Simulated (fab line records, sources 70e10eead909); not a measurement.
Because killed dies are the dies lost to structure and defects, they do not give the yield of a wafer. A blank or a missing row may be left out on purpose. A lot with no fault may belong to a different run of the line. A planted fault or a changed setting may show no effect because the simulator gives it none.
Chamber matching ; flow nand harc ; 4 sister chambers for NHARC_A_STAIRCASE_ETCH_292 on rie diel-12
The step etches the open film in CF4/CHF3. 4 wafers are shown with their chamber, then 12 later ones without.

## WAFERS PAIRED WITH THEIR CHAMBERS
wafer;chamber;drypump motor current A (A)
L087.2;1;5.9
L087.5;2;5.8
L090.5;3;5.5
L090.6;0;5.8

## WAFERS WITH NO CHAMBER GIVEN
wafer;drypump motor current A (A)
L094.2;5.5
L094.3;5.8
L094.6;5.9
L097.1;5.8
L097.2;5.9
L097.4;5.8
L096.2;5.5
L096.3;5.9
L096.6;5.5
L095.1;5.5
L095.2;5.7
L095.5;5.5

## WHICH CHAMBER EACH ONE RAN IN
wafer;from the rows above;in truth
L094.2;3;3
L094.3;can't be placed: 0 or 2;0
L094.6;1;1
L097.1;can't be placed: 0 or 2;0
L097.2;1;1
L097.4;can't be placed: 0 or 2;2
L096.2;3;3
L096.3;1;1
L096.6;3;3
L095.1;3;3
L095.2;can't be placed: 0 or 2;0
L095.5;3;3
8 of 12 placed correctly. Not placeable from these rows: 4 (in 4, the candidates include the true chamber). Number placed wrongly: 0.
How it was worked out, from the rows above alone: a wafer's distance from a chamber is the root of the sum, over the readings, of the square of ((its reading less the chamber's mean) divided by the reading's scatter). The wafer belongs to the nearest chamber; if the next one is less than 2 further off, it can't be placed. The mean given for a chamber averages the wafers shown for that chamber. The scatter (one wafer shown for each chamber): square how far every hidden wafer sits from the nearest shown wafer, average those squares and take the square root.
